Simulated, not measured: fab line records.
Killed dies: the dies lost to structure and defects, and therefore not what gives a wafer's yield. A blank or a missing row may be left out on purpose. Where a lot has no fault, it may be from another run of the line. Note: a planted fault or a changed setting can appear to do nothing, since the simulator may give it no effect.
What tool caused it? + flow nandHarc + 42 wafers from 14 lots sampled at 4 of the route's 1302 steps

== WHAT THE GAUGES SHOWED, per wafer ==
NHARC_P_ZERO_WELL_CD_MEAS_52 targets a cd of 2000 nm.
| lot  | measured     | on       | cdNm (nm)            |
|------|--------------|----------|----------------------|
| L944 | day 2 01:36  | cdSem-02 | 2000.9 1998.1 1999.9 |
| L945 | day 2 12:07  | cdSem-01 | 2001.5 2002.0 1999.3 |
| L948 | day 3 17:56  | cdSem-02 | 1998.2 1999.6 1999.6 |
| L949 | day 4 03:56  | cdSem-02 | 1998.8 2000.5 2001.1 |
| L950 | day 4 13:58  | cdSem-01 | 2001.5 2002.1 1999.4 |
| L951 | day 4 23:45  | cdSem-01 | 1997.7 1999.7 2001.4 |
| L953 | day 5 19:55  | cdSem-03 | 1999.7 1999.6 2000.0 |
| L954 | day 6 05:36  | cdSem-01 | 2000.4 1999.9 2001.5 |
| L955 | day 6 15:50  | cdSem-01 | 2000.6 1999.2 1999.3 |
| L962 | day 9 15:40  | cdSem-01 | 2001.6 1998.7 2000.5 |
| L964 | day 10 10:25 | cdSem-01 | 1997.9 1998.7 1998.9 |
| L965 | day 10 19:35 | cdSem-01 | 1999.7 2000.1 1999.5 |
| L966 | day 11 05:57 | cdSem-02 | 1998.1 1998.9 1998.9 |
| L967 | day 11 15:56 | cdSem-02 | 2001.7 2001.0 2000.8 |

NHARC_P_STI_CD_MEAS_09 targets a cd of 200 nm.
| lot  | measured     | on       | cdNm (nm)         |
|------|--------------|----------|-------------------|
| L944 | day 2 20:59  | cdSem-01 | 199.2 198.2 204.3 |
| L945 | day 3 08:05  | cdSem-03 | 201.2 202.7 200.7 |
| L948 | day 4 12:34  | cdSem-01 | 199.2 201.2 200.5 |
| L949 | day 4 21:20  | cdSem-01 | 197.4 196.9 197.6 |
| L950 | day 5 09:32  | cdSem-01 | 199.0 198.0 201.1 |
| L951 | day 5 17:32  | cdSem-03 | 199.5 196.1 197.0 |
| L953 | day 6 13:58  | cdSem-03 | 200.9 198.1 199.9 |
| L954 | day 7 00:17  | cdSem-01 | 195.8 194.1 194.4 |
| L955 | day 7 10:26  | cdSem-03 | 200.6 202.1 200.7 |
| L962 | day 10 11:31 | cdSem-01 | 202.3 200.2 201.4 |
| L964 | day 11 06:25 | cdSem-03 | 199.7 201.9 198.6 |
| L965 | day 11 13:23 | cdSem-01 | 200.7 199.7 203.4 |
| L966 | day 11 22:59 | cdSem-03 | 201.9 200.2 203.3 |
| L967 | day 12 11:40 | cdSem-03 | 196.5 197.4 197.6 |

NHARC_P_STI_OVL_MEAS_10.
| lot  | measured     | on         | overlayXNm (nm) | overlayYNm (nm) |
|------|--------------|------------|-----------------|-----------------|
| L944 | day 2 21:04  | overlay-02 | -6 -7 -7        | 3 2 3           |
| L945 | day 3 08:11  | overlay-01 | 15 16 16        | 6 5 5           |
| L948 | day 4 12:38  | overlay-02 | 2 2 2           | -6 -7 -7        |
| L949 | day 4 21:25  | overlay-01 | 10 10 10        | -1 -1 -1        |
| L950 | day 5 09:38  | overlay-01 | 17 17 17        | 3 3 3           |
| L951 | day 5 17:38  | overlay-02 | -2 -1 -2        | -1 -1 -1        |
| L953 | day 6 14:03  | overlay-01 | 5 4 4           | 3 4 3           |
| L954 | day 7 00:22  | overlay-02 | -10 -9 -9       | 6 6 6           |
| L955 | day 7 10:31  | overlay-01 | -1 -1 -2        | 5 5 6           |
| L962 | day 10 11:36 | overlay-02 | -4 -4 -4        | 7 7 7           |
| L964 | day 11 06:30 | overlay-01 | 5 5 6           | 5 4 5           |
| L965 | day 11 13:28 | overlay-01 | -11 -12 -11     | 5 5 6           |
| L966 | day 11 23:04 | overlay-02 | -14 -14 -14     | 4 4 4           |
| L967 | day 12 11:44 | overlay-01 | 13 12 12        | 5 5 5           |

== EACH LOT AND THE TOOL THAT RAN IT (in order: tool; ch and the chambers of the sampled wafers; start) ==
| lot  | NHARC_P_STI_SOFTBAKE_04          |
|------|----------------------------------|
| L944 | lithoTrack-07 ch 0, day 2 20:00  |
| L945 | lithoTrack-07 ch 0, day 3 07:00  |
| L948 | lithoTrack-02 ch 0, day 4 12:00  |
| L949 | lithoTrack-03 ch 0, day 4 20:00  |
| L950 | lithoTrack-02 ch 0, day 5 09:00  |
| L951 | lithoTrack-03 ch 0, day 5 17:00  |
| L953 | lithoTrack-02 ch 0, day 6 13:00  |
| L954 | lithoTrack-02 ch 0, day 6 23:00  |
| L955 | lithoTrack-07 ch 0, day 7 10:00  |
| L962 | lithoTrack-07 ch 0, day 10 11:00 |
| L964 | lithoTrack-02 ch 0, day 11 06:00 |
| L965 | lithoTrack-03 ch 0, day 11 13:00 |
| L966 | lithoTrack-03 ch 0, day 11 22:00 |
| L967 | lithoTrack-02 ch 0, day 12 11:00 |
- NHARC_P_STI_SOFTBAKE_04: time 70 s.

== WHAT THE TOOLS THEMSELVES READ (means of the sampled wafers that have a number; where no wafer has one, the mark that the record gives instead) ==
NHARC_P_STI_SOFTBAKE_04.
| lot  | tool          | heaterPowerTotalW (W) |
|------|---------------|-----------------------|
| L944 | lithoTrack-07 | 200.5                 |
| L945 | lithoTrack-07 | 201.1                 |
| L948 | lithoTrack-02 | 200.3                 |
| L949 | lithoTrack-03 | 200.7                 |
| L950 | lithoTrack-02 | 201.6                 |
| L951 | lithoTrack-03 | 200.4                 |
| L953 | lithoTrack-02 | 216.7                 |
| L954 | lithoTrack-02 | 234.9                 |
| L955 | lithoTrack-07 | 201.8                 |
| L962 | lithoTrack-07 | 200.1                 |
| L964 | lithoTrack-02 | 200.9                 |
| L965 | lithoTrack-03 | 200.6                 |
| L966 | lithoTrack-03 | 199.8                 |
| L967 | lithoTrack-02 | 200.1                 |

== THE ANSWER, worked out from the rows above alone ==
Rule: usual is defined by the lots themselves. Put in order of their means at a reading, lots are off if they are a third of the lots or fewer, leave a main group of 4 or more, and stand apart from it by a gap of 3 or more times the standard deviation of the main group's means; of several such gaps the widest counts. If all means in a main group match to the digits the tables above print for the reading, that group is not used. Also off: a lot with no number at a reading for which 4 or more lots have one. Any other lot the step has rows for is counted as sound. After the gauges, taken in route order, come the tools' own readings; for these a lot's mean is taken, as printed above. The first step at which some lot is off is used, and at that step the reading that is off furthest; a lot without a number counts as furthest.
Off, at NHARC_P_STI_SOFTBAKE_04 on heaterPowerTotalW: L953, L954. Main group: mean 200.7 W, sd 0.58.
A tool fits if, at that step or a process step before it, it ran every lot that is off, and no sound lot after the first of them. Of those tried, none fits.

== WHAT HAD BEEN PUT IN BY THE SIMULATOR ==
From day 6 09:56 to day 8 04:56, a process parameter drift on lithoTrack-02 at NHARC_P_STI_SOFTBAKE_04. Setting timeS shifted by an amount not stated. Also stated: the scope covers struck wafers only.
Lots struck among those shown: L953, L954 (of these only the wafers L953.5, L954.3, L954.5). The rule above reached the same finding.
